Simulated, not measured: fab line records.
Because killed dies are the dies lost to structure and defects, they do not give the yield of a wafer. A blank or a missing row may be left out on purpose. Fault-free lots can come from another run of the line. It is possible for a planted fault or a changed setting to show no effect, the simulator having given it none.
fab line records	flow n5_finfet
record lots=7	wafers=21
route steps=1938 shown SDB@353 HKMG_FIN@402 GATE_CUT@480 MOL_CONTACT_COAG@532 BEOL_M0_SAQP@635
start_h: start of the lot's first displayed wafer, in hours after the record's first day	wait_h: time in hours since the lot's previous step	" the same as in the row above	L1.1+2: a single row standing in for several wafers	- value missing, or start not given	* or withheld: withheld	< > ~ a bound
route shown NAME@n: NAME is a module with steps in the file, n the number in the route of the first one	usual: the fault-free wafers' mean and standard deviation	same: alike in all rows	chamber/n: place in a boat	sites: each site's reading	_std_site: the standard deviation of these	_edge_site: mean of outer sites minus mean of inner sites	radius_mm: for every site, how far away it sits from the centre of the wafer	mask NAME#n: copy n	behind: the tool/chamber that last shaped the wafer	hold: what put the lot on hold/how long, in hours/how the hold closed	device: which transistor (n, p or np) failed to switch	end of line: tests of these same wafers at the route's end	a step with no rows: only its recipe	killed: at the first sort, the dies lost to defects and structure; wafer yield is something else	map: a wafer's dies, x killed, . not, _ none there
set.NAME: the setting the step ran with; set.NAME@STEP: the setting that earlier step ran with	model.NAME: the simulator's own value behind a step, which no gauge read
lots run with intentionally changed settings; tables by step, rows by wafer
## steps
# step N5_SDB_EXPOSE_08
# recipe mask_id=SDB	na=1.35	source_shape=conventional	sigma_outer=0.5	polarization=unpolarized	dose_mj=49.6
lot.wafer	tool	chamber	start_h	wait_h	mask	set.dose_mj
L079.1+4+6	arfi_scanner-03	0	96.61	-	SDB#0	49.6
L080.2+3+6	arfi_scanner-01	0	102.03	-	SDB#0	49.6
L083.2	arfi_scanner-02	0	120.72	-	SDB#0	52.95
L083.3+4	"	0	"	"	SDB#0	49.6
L086.4+5+6	arfi_scanner-02	0	137.78	-	SDB#0	49.6
L088.1+6	arfi_scanner-02	0	150.01	-	SDB#0	49.6
L088.4	"	0	"	"	SDB#0	52.74
L089.4+6	arfi_scanner-01	0	156.33	-	SDB#0	49.6
L089.5	"	0	"	"	SDB#0	52.14
L094.2	arfi_scanner-01	0	186.18	-	SDB#0	47.35
L094.3+6	"	0	"	"	SDB#0	49.6
# step N5_SDB_PEB_09
# recipe peb_temp_c=withheld	peb_time_s=60	resist=CAR-ArF
# step N5_SDB_DEVELOP_10
# recipe develop_time_s=30	developer=TMAH	resist=CAR-ArF	rinse_liquid=diw	dry=air_spin	dev_temp_c=23
# step N5_SDB_CD_MEAS_11
# recipe target_cd_nm=50	landing_energy_ev=500	detector=se_inlens	polarity=opening
# usual cd_nm=49.9/0.86
lot.wafer	tool	chamber	start_h	wait_h	set.dose_mj@SDB_EXPOSE_08	cd_nm
L079.1	cd_sem-02	0	96.73	-	49.6	48.9
L079.4	"	0	"	"	49.6	49.6
L079.6	"	0	"	"	49.6	49.5
L080.2	cd_sem-01	0	102.15	-	49.6	50.6
L080.3	"	0	"	"	49.6	50.3
L080.6	"	0	"	"	49.6	50.9
L083.2	cd_sem-03	0	120.84	-	52.95	58.1
L083.3	"	0	"	"	49.6	50.0
L083.4	"	0	"	"	49.6	49.3
L086.4	cd_sem-03	0	137.89	-	49.6	50.6
L086.5	"	0	"	"	49.6	51.1
L086.6	"	0	"	"	49.6	51.3
L088.1	cd_sem-03	0	150.14	-	49.6	50.5
L088.4	"	0	"	"	52.74	57.2
L088.6	"	0	"	"	49.6	48.9
L089.4	cd_sem-03	0	156.45	-	49.6	49.9
L089.5	"	0	"	"	52.14	56.3
L089.6	"	0	"	"	49.6	51.5
L094.2	cd_sem-01	0	186.30	-	47.35	43.7
L094.3	"	0	"	"	49.6	50.5
L094.6	"	0	"	"	49.6	50.5
# step N5_SDB_DESCUM_16
# recipe chemistry=O2	time_s=7.9	source_power_w=50	bias_power_w=20	pressure_mtorr=20	rf_frequency_hz=2.712e+07	temp_c=40	resist=CAR-ArF	o2_flow_sccm=225
# step N5_SDB_ETCH_17
# recipe chemistry=CF4	target=SiARC	target_depth_a=234	mask_material=CAR-ArF	time_s=39	ion_energy_ev=80	pressure_mtorr=40	source_w=545	bias_w=36	Ar_flow_sccm=100	cf4_flow_sccm=100	ends=cleared
lot.wafer	tool	chamber	start_h	wait_h	set.dose_mj@SDB_EXPOSE_08	model.SDB.cd_offset_nm
L079.1+4	rie_diel-02	0,2	96.86	0.0	49.6	-0.6
L079.6	"	0	"	"	49.6	-0.8
L080.2+6	rie_diel-06	1,0	102.27	0.0	49.6	0.8
L080.3	"	2	"	"	49.6	0.2
L083.2	rie_diel-06	3	120.97	0.0	52.95	8
L083.3	"	0	"	"	49.6	0
L083.4	"	0	"	"	49.6	-0.6
L086.4	rie_diel-06	3	138.01	0.0	49.6	0.4
L086.5	"	2	"	"	49.6	1.4
L086.6	"	1	"	"	49.6	1.6
L088.1	rie_diel-02	3	150.26	0.0	49.6	0.4
L088.4	"	0	"	"	52.74	7.2
L088.6	"	2	"	"	49.6	-0.8
L089.4	rie_diel-01	2	156.58	0.0	49.6	-0.2
L089.5	"	1	"	"	52.14	6.4
L089.6	"	3	"	"	49.6	1.2
L094.2	rie_diel-01	2	186.88	0.0	47.35	-6.2
L094.3	"	3	"	"	49.6	0.8
L094.6	"	3	"	"	49.6	0
# step N5_HKMG_FIN_ETCH_54
# recipe chemistry=CF4	target=SiARC	target_depth_a=455	mask_material=CAR-ArF	time_s=75.8	ion_energy_ev=80	pressure_mtorr=40	source_w=545	bias_w=36	Ar_flow_sccm=100	cf4_flow_sccm=100	ends=cleared
# usual etch_rf_on_time_s=75.2/1.1	rf_vpp_V=184.1/1.1
lot.wafer	tool	chamber	start_h	wait_h	set.source_w	etch_rf_on_time_s	rf_vpp_V
L079.1	rie_diel-02	2	102.75	0.0	545	73.0	184.9
L079.4	"	1	"	"	545	76.4	183.1
L079.6	"	2	"	"	545	73.6	183.4
L080.2	rie_diel-02	3	107.77	0.0	545	74.7	185.9
L080.3	"	2	"	"	545	73.3	183.2
L080.6	"	3	"	"	545	74.6	184.0
L083.2	rie_diel-01	0	126.57	0.0	462.2	87.1	194.5
L083.3	"	2	"	"	545	75.3	183.2
L083.4	"	2	"	"	462.2	87.1	195.0
L086.4	rie_diel-06	3	144.31	0.0	545	75.7	183.4
L086.5	"	0	"	"	545	74.2	186.0
L086.6	"	1	"	"	545	75.5	184.3
L088.1	rie_diel-02	2	155.82	0.0	573.7	71.3	180.3
L088.4	"	3	"	"	545	74.6	184.4
L088.6	"	0	"	"	545	74.8	185.0
L089.4	rie_diel-02	1	162.25	0.0	605.6	68.9	176.8
L089.5	"	2	"	"	545	74.7	183.6
L089.6	"	3	"	"	545	75.1	183.5
L094.2	rie_diel-02	0	192.78	0.0	545	74.9	183.4
L094.3	"	2	"	"	545	74.4	183.7
L094.6	"	0	"	"	545	74.8	186.0
# step N5_GATE_CUT_COAT_27
# recipe resist=underlayer	temp_c=205	time_s=60	spin_rpm=1500	resist_thk_nm=10
lot.wafer	tool	chamber	start_h	wait_h	set.spin_rpm	model.underlayer_of_GATE_CUT_COAT_27.thk_nm
L079.1+4+6	litho_track-03	0	-	-	1500	10
L080.2+3	litho_track-04	0	-	-	1500	10
L080.6	"	0	"	"	1545	9.8
L083.2+3+4	litho_track-03	0	-	-	1500	10
L086.4+5	litho_track-02	0	-	-	1500	10
L086.6	"	0	"	"	1667	9.6
L088.1+4+6	litho_track-03	0	-	-	1500	10
L089.4+5	litho_track-02	0	-	-	1500	10
L089.6	"	0	"	"	1446	10.2
L094.2+6	litho_track-02	0	-	-	1500	10
L094.3	"	0	"	"	1366	10.4
# step N5_GATE_CUT_DESCUM_18
# recipe chemistry=O2	time_s=7	source_power_w=50	bias_power_w=20	pressure_mtorr=20	rf_frequency_hz=2.712e+07	temp_c=40	resist=CAR-EUV	o2_flow_sccm=225
lot.wafer	tool	chamber	start_h	wait_h	set.time_s	model.CAR-EUV_of_GATE_CUT_COAT_07.thk_nm
L079.1+4	rie_diel-05	1,0	114.55	0.0	7	26.2
L079.6	"	3	"	"	7	26
L080.2	rie_diel-04	3	119.46	0.0	7	26.2
L080.3+6	"	0	"	"	7	26
L083.2	rie_diel-04	3	138.14	0.1	7	26.2
L083.3+4	"	2,1	"	"	5.485	27
L086.4	rie_diel-05	1	155.83	0.0	7	26
L086.5+6	"	1,0	"	"	7.992	25.6
L088.1	rie_diel-05	2	168.14	0.5	7	26.2
L088.4	"	3	"	"	6.094	26.6
L088.6	"	1	"	"	7	26
L089.4	rie_diel-05	2	174.03	0.0	8.387	25.6
L089.5	"	2	"	"	7	26.2
L089.6	"	3	"	"	8.387	25.4
L094.2+3+6	rie_diel-04	2,3,2	204.29	0.0	7	26.2
# step N5_GATE_CUT_ETCH_28
# recipe chemistry=N2/H2	target=underlayer	target_depth_a=130	mask_material=CAR-EUV	time_s=10.4	ion_energy_ev=200	pressure_mtorr=30	source_w=840	bias_w=150	n2_flow_sccm=200	h2_flow_sccm=200	ends=cleared
lot.wafer	tool	chamber	start_h	wait_h	set.spin_rpm@GATE_CUT_COAT_27	model.etch.depth_nm
L079.1	rie_diel-05	1	114.58	0.0	1500	10.08
L079.4	"	0	"	"	1500	10.05
L079.6	"	3	"	"	1500	10.07
L080.2	rie_diel-04	3	119.49	0.0	1500	10.04
L080.3	"	0	"	"	1500	9.995
L080.6	"	0	"	"	1545	9.861
L083.2	rie_diel-04	3	138.18	0.0	1500	9.982
L083.3	"	2	"	"	1500	9.995
L083.4	"	1	"	"	1500	9.961
L086.4	rie_diel-05	1	155.87	0.0	1500	10.01
L086.5	"	1	"	"	1500	10.04
L086.6	"	0	"	"	1667	9.533
L088.1	rie_diel-05	2	168.18	0.0	1500	9.987
L088.4	"	3	"	"	1500	9.973
L088.6	"	1	"	"	1500	10
L089.4	rie_diel-05	2	174.06	0.0	1500	10.01
L089.5	"	2	"	"	1500	10
L089.6	"	3	"	"	1446	10.15
L094.2	rie_diel-04	2	204.33	0.0	1500	10.02
L094.3	"	3	"	"	1366	10.49
L094.6	"	2	"	"	1500	10.04
# step N5_MOL_CONTACT_COAG_ETCH_106
# recipe chemistry=N2/H2	target=SOC	target_depth_a=800	overetch_a=160	mask_material=SiARC	temp_c=40	time_s=120	ion_energy_ev=200	pressure_mtorr=30	source_w=840	bias_w=150	n2_flow_sccm=200	h2_flow_sccm=200
# usual rf_vpp_V=523.5/2.1
lot.wafer	tool	chamber	start_h	wait_h	set.source_w	rf_vpp_V	model.SiARC_of_MOL_CONTACT_COAG_COAT_104.thk_nm
L079.1	rie_diel-01	1	118.68	0.0	840	523.7	6.4
L079.4	"	0	"	"	840	523.6	6.4
L079.6	"	1	"	"	840	524.9	6.4
L080.2	rie_diel-02	2	123.45	0.0	840	521.3	6.2
L080.3	"	3	"	"	840	525.9	6.4
L080.6	"	3	"	"	840	525.4	6.4
L083.2	rie_diel-02	2	142.38	0.0	979.8	496.3	5.8
L083.3	"	1	"	"	840	524.1	6.2
L083.4	"	3	"	"	979.8	500.9	5.8
L086.4	rie_diel-01	3	159.74	0.0	840	523.6	6.2
L086.5	"	2	"	"	967.4	498.1	6
L086.6	"	1	"	"	840	521.5	6.4
L088.1	rie_diel-02	3	172.01	0.0	940.3	505.5	5.8
L088.4	"	1	"	"	940.3	501.4	6
L088.6	"	3	"	"	940.3	507.2	5.8
L089.4	rie_diel-06	1	178.31	0.0	840	525.1	6.4
L089.5	"	2	"	"	743.2	544.2	6.8
L089.6	"	3	"	"	743.2	542.2	6.8
L094.2	rie_diel-02	1	208.20	0.0	840	521.3	6.4
L094.3	"	0	"	"	741	550.2	6.6
L094.6	"	1	"	"	741	543.9	6.8
# step N5_MOL_CONTACT_COAG_STRIP_107
# recipe chemistry=N2/H2	temp_c=40	n2_flow_sccm=200	h2_flow_sccm=200	rf_frequency_hz=6e+07
# step N5_MOL_CONTACT_COAG_STRIP_108
# recipe chemistry=N2/H2	temp_c=40	n2_flow_sccm=200	h2_flow_sccm=200	rf_frequency_hz=6e+07
# step N5_MOL_CONTACT_COAG_STRIP_109
# recipe chemistry=C4F6/O2	resist=SiARC	rf_frequency_hz=6e+07
# step N5_MOL_CONTACT_COAG_ETCH_15
# recipe chemistry=CH3F/O2	target=SiNx	target_depth_a=70	mask_material=SOC	stop_on=Si:P	over_etch_frac=0.75	ion_energy_ev=120	pressure_mtorr=30	source_w=395	bias_w=73	Ar_flow_sccm=150	CH3F_flow_sccm=30	O2_flow_sccm=20
# step N5_MOL_CONTACT_COAG_ETCH_110
# recipe chemistry=CF4/O2	target=Si	target_depth_a=25	time_s=8	pressure_mtorr=100	source_w=200	bias_w=12	ion_energy_ev=60	Ar_flow_sccm=100	cf4_flow_sccm=100	O2_flow_sccm=10
lot.wafer	tool	chamber	start_h	wait_h	set.source_w@MOL_CONTACT_COAG_ETCH_106	model.MOL_CONTACT_COAG.cd_offset_nm
L079.1	rie_diel-01	1	118.87	0.0	840	-0.2
L079.4	"	0	"	"	840	0.2
L079.6	"	1	"	"	840	0
L080.2+3	rie_diel-02	2,3	123.64	0.0	840	0.2
L080.6	"	3	"	"	840	0
L083.2+4	rie_diel-02	2,3	142.58	0.0	979.8	0.6
L083.3	"	1	"	"	840	0
L086.4+6	rie_diel-01	3,1	159.92	0.0	840	0.4
L086.5	"	2	"	"	967.4	1
L088.1	rie_diel-02	3	172.20	0.0	940.3	0
L088.4+6	"	1,3	"	"	940.3	0.2
L089.4	rie_diel-06	1	178.50	0.0	840	0.4
L089.5+6	"	2,3	"	"	743.2	-0.4
L094.2	rie_diel-02	1	208.39	0.0	840	0.2
L094.3+6	"	0,1	"	"	741	0
# step N5_MOL_CONTACT_COAG_COAT_76
# recipe resist=SiARC	temp_c=220	time_s=60	spin_rpm=1500	resist_thk_nm=10
lot.wafer	tool	chamber	start_h	wait_h	set.spin_rpm
L079.1+4+6	litho_track-02	0	-	-	1500
L080.2+3+6	litho_track-02	0	-	-	1500
L083.2+3+4	litho_track-01	0	-	-	1500
L086.4+6	litho_track-01	0	-	-	1646
L086.5	"	0	"	"	1500
L088.1+4	litho_track-01	0	-	-	1500
L088.6	"	0	"	"	1619
L089.4+5+6	litho_track-02	0	-	-	1500
L094.2+3+6	litho_track-01	0	-	-	1500
# step N5_MOL_CONTACT_COAG_COAT_78
# recipe resist=CAR-EUV	spin_rpm=1500	resist_thk_nm=40
lot.wafer	tool	chamber	start_h	wait_h	set.spin_rpm	model.CAR-EUV_of_MOL_CONTACT_COAG_COAT_78.thk_nm
L079.1+4+6	litho_track-02	0	-	-	1500	40
L080.2+3	litho_track-02	0	-	-	1500	40.2
L080.6	"	0	"	"	1500	40
L083.2	litho_track-01	0	-	-	1500	40
L083.3	"	0	"	"	1591	39
L083.4	"	0	"	"	1500	40.2
L086.4+6	litho_track-01	0	-	-	1500	40
L086.5	"	0	"	"	1500	40.2
L088.1	litho_track-01	0	-	-	1500	40
L088.4	"	0	"	"	1334	42.6
L088.6	"	0	"	"	1500	39.8
L089.4	litho_track-02	0	-	-	1500	39.8
L089.5+6	"	0	"	"	1445	40.8
L094.2+3	litho_track-01	0	-	-	1397	41.4
L094.6	"	0	"	"	1500	39.8
# step N5_MOL_CONTACT_COAG_EBR_80
# recipe solvent=PGMEA	ebr_width_mm=1.5
# step N5_MOL_CONTACT_COAG_SOFTBAKE_79
# recipe temp_c=110	time_s=60	resist=CAR-EUV
# step N5_MOL_CONTACT_COAG_EXPOSE_81
# recipe mask_id=VG	na=0.33	source_shape=annular	sigma_inner=0.3	sigma_outer=0.7	polarization=unpolarized	defocus_nm=0	dose_mj=59.5
# step N5_MOL_CONTACT_COAG_PEB_82
# recipe peb_temp_c=100	peb_time_s=60	resist=CAR-EUV
# step N5_MOL_CONTACT_COAG_DEVELOP_83
# recipe develop_time_s=30	developer=TMAH	resist=CAR-EUV	rinse_liquid=surfactant_rinse	dry=air_spin	dev_temp_c=23
lot.wafer	tool	chamber	start_h	wait_h	set.spin_rpm@MOL_CONTACT_COAG_COAT_78	model.CAR-EUV_of_MOL_CONTACT_COAG_COAT_78.thk_nm
L079.1+4+6	litho_track-01	0	-	-	1500	39.6
L080.2+6	litho_track-02	0	-	-	1500	39.6
L080.3	"	0	"	"	1500	39.8
L083.2+4	litho_track-05	0	-	-	1500	39.6
L083.3	"	0	"	"	1591	38.4
L086.4+5	litho_track-05	0	-	-	1500	39.6
L086.6	"	0	"	"	1500	39.4
L088.1+6	litho_track-05	0	-	-	1500	39.4
L088.4	"	0	"	"	1334	42
L089.4	litho_track-05	0	-	-	1500	39.4
L089.5+6	"	0	"	"	1445	40.2
L094.2+3	litho_track-05	0	-	-	1397	40.8
L094.6	"	0	"	"	1500	39.4
# step N5_MOL_CONTACT_COAG_DESCUM_88
# recipe chemistry=O2	time_s=7	source_power_w=50	bias_power_w=20	pressure_mtorr=20	rf_frequency_hz=2.712e+07	temp_c=40	resist=CAR-EUV	o2_flow_sccm=225
# step N5_MOL_CONTACT_COAG_ETCH_89
# recipe chemistry=N2/H2	target=underlayer	target_depth_a=130	mask_material=CAR-EUV	time_s=10.4	ion_energy_ev=200	pressure_mtorr=30	source_w=840	bias_w=150	n2_flow_sccm=200	h2_flow_sccm=200	ends=cleared
# step N5_MOL_CONTACT_COAG_ETCH_90
# recipe chemistry=CF4	target=SiARC	target_depth_a=130	mask_material=CAR-EUV	time_s=21.7	ion_energy_ev=80	pressure_mtorr=40	source_w=545	bias_w=36	Ar_flow_sccm=100	cf4_flow_sccm=100	ends=cleared
lot.wafer	tool	chamber	start_h	wait_h	set.spin_rpm@MOL_CONTACT_COAG_COAT_76	model.etch.depth_nm
L079.1	rie_diel-01	2	128.05	0.0	1500	10.03
L079.4+6	"	1,0	"	"	1500	10.04
L080.2	rie_diel-01	0	134.22	0.0	1500	10.02
L080.3	"	2	"	"	1500	9.996
L080.6	"	0	"	"	1500	10.03
L083.2	rie_diel-01	1	151.96	0.0	1500	10.02
L083.3	"	2	"	"	1500	10.01
L083.4	"	0	"	"	1500	10
L086.4	rie_diel-01	3	169.78	0.0	1646	9.545
L086.5	"	1	"	"	1500	9.982
L086.6	"	2	"	"	1646	9.553
L088.1	rie_diel-01	2	187.19	0.0	1500	10.01
L088.4	"	1	"	"	1500	9.995
L088.6	"	2	"	"	1619	9.647
L089.4	rie_diel-01	1	189.99	0.0	1500	10.02
L089.5	"	0	"	"	1500	10.05
L089.6	"	1	"	"	1500	10.04
L094.2	rie_diel-01	0	217.68	0.0	1500	9.977
L094.3	"	2	"	"	1500	9.985
L094.6	"	0	"	"	1500	10.02
# step N5_MOL_CONTACT_COAG_ALD_131
# recipe material=SiO2	target_thk_a=50	temp_c=100	ald_precursor_family=BDEAS	ald_co_reactant=O2-plasma	pulse_time_s=1	co_reactant_pulse_time_s=1	purge_time_s=2	co_reactant_purge_time_s=2	ald_cycles=35	pressure_torr=2
# step N5_MOL_CONTACT_COAG_ETCHBACK_132
# recipe chemistry=CHF3	target=SiO2	target_depth_a=100	time_s=6.7	ion_energy_ev=200	pressure_mtorr=30	source_w=610	bias_w=170	Ar_flow_sccm=200	CHF3_flow_sccm=50
# step N5_MOL_CONTACT_COAG_ETCH_91
# recipe chemistry=N2/H2	target=SOC	target_depth_a=600	overetch_a=210	mask_material=SiARC	temp_c=40	time_s=101.2	ion_energy_ev=200	pressure_mtorr=30	source_w=840	bias_w=150	n2_flow_sccm=200	h2_flow_sccm=200
lot.wafer	tool	chamber	start_h	wait_h	set.spin_rpm@MOL_CONTACT_COAG_COAT_76	model.SiARC_of_MOL_CONTACT_COAG_COAT_76.thk_nm
L079.1+4+6	rie_diel-01	2,0,2	128.35	0.0	1500	5.8
L080.2+3+6	rie_diel-01	0,2,1	134.52	0.0	1500	5.8
L083.2+4	rie_diel-02	1,3	152.51	0.0	1500	5.8
L083.3	"	0	"	"	1500	5.6
L086.4	rie_diel-01	1	170.19	0.0	1646	5.4
L086.5	"	2	"	"	1500	5.8
L086.6	"	3	"	"	1646	5.2
L088.1+4	rie_diel-01	2,3	187.86	0.0	1500	5.8
L088.6	"	3	"	"	1619	5.4
L089.4+5+6	rie_diel-02	1,0,3	191.30	0.0	1500	5.8
L094.2+3+6	rie_diel-02	2,1,2	217.97	0.0	1500	5.8
# step N5_BEOL_M0_SAQP_PECVD_03
# recipe material=SiCN	target_thk_a=120	temp_c=withheld	precursor=3MS/NH3	pressure_torr=3	rf_w=202	time_s=21.1
lot.wafer	tool	chamber	start_h	wait_h	set.time_s	model.SiCN_of_BEOL_M0_SAQP_PECVD_03.thk_nm
L079.1	pecvd-02	1	135.51	0.1	21.1	11.8
L079.4+6	"	2,0	"	"	21.1	12.2
L080.2	pecvd-04	0	141.81	0.1	18.1	10.2
L080.3	"	2	"	"	21.1	11.8
L080.6	"	2	"	"	18.1	10.4
L083.2	pecvd-02	2	162.34	0.1	23.28	13
L083.3	"	1	"	"	23.28	12.8
L083.4	"	2	"	"	21.1	11.8
L086.4+5	pecvd-01	2,0	177.69	0.1	20.14	11.6
L086.6	"	1	"	"	21.1	12
L088.1+4	pecvd-02	1,2	194.35	0.1	21.1	11.6
L088.6	"	1	"	"	21.1	11.8
L089.4+5	pecvd-02	1,2	199.31	0.1	21.1	12
L089.6	"	0	"	"	23.97	13.6
L094.2	pecvd-01	1	224.27	0.1	21.1	11.8
L094.3	"	0	"	"	21.1	12
L094.6	"	2	"	"	22.68	13.4
## key
split step=N5_SDB_EXPOSE_08	setting=dose_mj	stated=49.6	by=wafer
response step=N5_SDB_CD_MEAS_11	reading=cd_nm	change=+1.24	per=1%	r=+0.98
response step=N5_SDB_ETCH_17	reading=model.SDB.cd_offset_nm	change=+1.23	per=1%	r=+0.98
split step=N5_HKMG_FIN_ETCH_54	setting=source_w	stated=545	by=wafer
response step=N5_HKMG_FIN_ETCH_54	reading=etch_rf_on_time_s	change=*	per=1%	r=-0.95
response step=N5_HKMG_FIN_ETCH_54	reading=rf_vpp_V	change=-0.714	per=1%	r=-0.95
split step=N5_GATE_CUT_COAT_27	setting=spin_rpm	stated=1500	by=wafer
response step=N5_GATE_CUT_COAT_27	reading=model.underlayer_of_GATE_CUT_COAT_27.thk_nm	change=-0.0414	per=1%	r=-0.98
response step=N5_GATE_CUT_ETCH_28	reading=model.etch.depth_nm	change=-0.0469	per=1%	r=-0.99
split step=N5_GATE_CUT_DESCUM_18	setting=time_s	stated=7	by=wafer
response step=N5_GATE_CUT_DESCUM_18	reading=model.CAR-EUV_of_GATE_CUT_COAT_07.thk_nm	change=-0.0352	per=1%	r=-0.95
split step=N5_MOL_CONTACT_COAG_ETCH_106	setting=source_w	stated=840	by=wafer
response step=N5_MOL_CONTACT_COAG_ETCH_106	reading=rf_vpp_V	change=-1.68	per=1%	r=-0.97
response step=N5_MOL_CONTACT_COAG_ETCH_106	reading=model.SiARC_of_MOL_CONTACT_COAG_COAT_104.thk_nm	change=-0.0249	per=1%	r=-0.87
response step=N5_MOL_CONTACT_COAG_ETCH_110	reading=model.MOL_CONTACT_COAG.cd_offset_nm	change=+0.0394	per=1%	r=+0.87
split step=N5_MOL_CONTACT_COAG_COAT_76	setting=spin_rpm	stated=1500	by=wafer
response step=N5_MOL_CONTACT_COAG_ETCH_90	reading=model.etch.depth_nm	change=-0.0447	per=1%	r=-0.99
response step=N5_MOL_CONTACT_COAG_ETCH_91	reading=model.SiARC_of_MOL_CONTACT_COAG_COAT_76.thk_nm	change=-0.051	per=1%	r=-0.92
split step=N5_MOL_CONTACT_COAG_COAT_78	setting=spin_rpm	stated=1500	by=wafer
response step=N5_MOL_CONTACT_COAG_COAT_78	reading=model.CAR-EUV_of_MOL_CONTACT_COAG_COAT_78.thk_nm	change=-0.233	per=1%	r=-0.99
response step=N5_MOL_CONTACT_COAG_DEVELOP_83	reading=model.CAR-EUV_of_MOL_CONTACT_COAG_COAT_78.thk_nm	change=-0.221	per=1%	r=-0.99
split step=N5_BEOL_M0_SAQP_PECVD_03	setting=time_s	stated=21.1	by=wafer
response step=N5_BEOL_M0_SAQP_PECVD_03	reading=model.SiCN_of_BEOL_M0_SAQP_PECVD_03.thk_nm	change=+0.118	per=1%	r=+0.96
